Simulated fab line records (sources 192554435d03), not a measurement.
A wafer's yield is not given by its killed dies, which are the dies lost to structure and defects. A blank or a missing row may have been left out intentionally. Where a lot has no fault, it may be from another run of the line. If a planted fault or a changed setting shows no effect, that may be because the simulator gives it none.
Struck lot and sound lot, side by side || flow n5Finfet || 38 out of 1938 route steps
Sound: these wafers, L454.1, L454.3, L454.4. Struck: wafer L465.5 (L465.2, L465.6, from the same lot, were not struck and are left out); the cause is given at the end.
For every step that has rows: the tool of each side, followed by ch and its chambers, followed by its first start. Under that, the readings that differ: sound wafers || struck wafers || difference of the means || sigmas: that difference in standard deviations of wafers without a fault.
alike: words and numbers the same on both sides, and readings whose means are apart by under 2 such deviations; not compared: readings that were withheld, readings missing a value for some wafer, numbers with overlapping values and no deviation given by the record, and bounds like >300 which may hide the same value.
The two part at a step that has a row with sigmas, a row that says differs or no value, or rows on one side only. Numbers that don't overlap but have no deviation are shown without sigmas and don't part them. A reading missing from all wafers of one side parts the sides only when that side holds two or more wafers.

first, 11 steps without rows for these wafers: N5_BEOL_M0_WET_ETCH_106 (etches SiO2 in DHF, target depth 130 nm, rinse time 30 s); N5_BEOL_M0_ETCH_128 (etches SiCN in CF4/N2, target depth 12 nm, overetch 5.1 nm, time 21.4 s); N5_BEOL_M0_TRENCH_ETCH_107 (etches SiOC in C4F6/O2, target depth 32.8 nm, time 16.4 s); N5_BEOL_M0_STRIP_142 (strips in N2/H2, time 10 s); N5_BEOL_M0_HM_STRIP_129 (strips TiN in peroxide tin strip, target depth 17 nm, time 108 s); N5_BEOL_M0_SRD_130 (time 30 s); N5_BEOL_M0_ETCH_109 (etches SiCN in CH3F/O2, target depth 8 nm, overetch 2.4 nm, time 27.4 s); N5_BEOL_M0_STRIP_139 (strips in post etch residue remover, time 60 s); N5_BEOL_M0_SRD_111 (time 30 s); N5_BEOL_M0_DEGAS_112 (time 60 s); N5_BEOL_M0_PRE_CLEAN_113 (time 30 s).
N5_BEOL_M0_ALD_136: deposits TaN, pulse time 2 s, purge time 3 s, co reactant purge time 2 s.
  sound on aldMetal-01 ch 1,2,3, day 6 23:55; struck on aldMetal-01 ch 0, day 9 17:14
  alike: chamberPressureTorr, heaterPowerW, precursorVesselCarrierSccm
  not compared: sinceWetCleanH
then, 25 steps without rows for these wafers: N5_BEOL_M0_SURFACE_TREAT_137; N5_BEOL_M0_CVD_115 (deposits Co from CCTBA/H2, time 120 s); N5_BEOL_M0_SPUTTER_116 (material Cu, target thk 4 nm, time 7.37 s); N5_BEOL_M0_ANNEAL_117 (time 60 s); N5_BEOL_M0_SPUTTER_132 (material Cu, target thk 4 nm, time 7.37 s); N5_BEOL_M0_ANNEAL_133 (time 60 s); N5_BEOL_M0_SPUTTER_134 (material Cu, target thk 4 nm, time 7.37 s); N5_BEOL_M0_ANNEAL_135 (time 60 s); N5_BEOL_M0_SPUTTER_141 (material Cu, target thk 4 nm, time 7.37 s); N5_BEOL_M0_ECD_118 (material Cu, target thk 300 nm); N5_BEOL_M0_ANNEAL_119 (time 90 s); N5_BEOL_M0_CMP_120 (polishes, stops on SiOC, t overpolish 6.9 s); N5_BEOL_M0_PRE_CLEAN_131 (time 15 s); N5_BEOL_M0_CO_CAP_123 (material Co, precursor CCTBA/H2, target thk 2 nm, time 102.1 s); N5_BEOL_M0_PRE_CLEAN_124 (time 15 s); N5_BEOL_M0_DEP_125 (deposits SiCN from 3MS/NH3, target thk 8 nm, time 14 s); N5_BEOL_M1_ILD_DEP_00 (deposits SiOC from DEMS/O2, target thk 79 nm, time 15.3 s); N5_BEOL_M1_PECVD_72 (deposits SiO2 from TEOS/O2, target thk 16 nm, time 18 s); N5_BEOL_M1_HM_DEP_02 (deposits TiN, target thk 20 nm); N5_BEOL_M1_COAT_61 (time 60 s, resist thk 60 nm); N5_BEOL_M1_COAT_62 (time 60 s, resist thk 12 nm); N5_BEOL_M1_COAT_73 (time 60 s, resist thk 5 nm); N5_BEOL_M1_COAT_05 (resist thk 30 nm); N5_BEOL_M1_EBR_07; N5_BEOL_M1_SOFTBAKE_06 (time 60 s).
-- here the record skips 6 days between the struck wafers' starts before and after, leaving off in module BEOL_M1 and picking up in module PASSIVATION (first step shown: number 1936 of the route) --
N5_PASSIVATION_PROBE_49:
  sound: prober-02 at day 15 02:00; struck: prober-02 at day 15 21:42
{"reading": "defectLimitedYield (%)", "sound": "90.9 89.9 90.1", "struck": 85.6, "difference": -4.7, "sigmas": -3}
{"reading": "killed_at_M0_to_M3", "sound": "38 45 46", "struck": 107, "difference": "+64", "sigmas": "+6"}
{"reading": "killedDies", "sound": "107 119 117", "struck": 170, "difference": "+56", "sigmas": "+3"}
{"reading": "killedOnRim", "sound": "15 15 11", "struck": 27, "difference": "+13", "sigmas": "+3"}
{"reading": "sort_bin_5_function (%)", "sound": "5.7 6.4 5.3", "struck": 9.1, "difference": "+3.3", "sigmas": "+3"}
{"reading": "sortNPass", "sound": "1073 1061 1063", "struck": 1010, "difference": -56, "sigmas": -3}
{"reading": "sortYieldPct (%)", "sound": "90.9 89.9 90.1", "struck": 85.6, "difference": -4.7, "sigmas": -3}
  alike: killed_at_M4_up, killedAtContacts, killedAtFrontEnd, killedAtOther, killedOpen, killedShort, sort_bin_6_memory

WHERE THEY PART
N5_PASSIVATION_PROBE_49 only, going by this record.

WHY: what the simulator had put in
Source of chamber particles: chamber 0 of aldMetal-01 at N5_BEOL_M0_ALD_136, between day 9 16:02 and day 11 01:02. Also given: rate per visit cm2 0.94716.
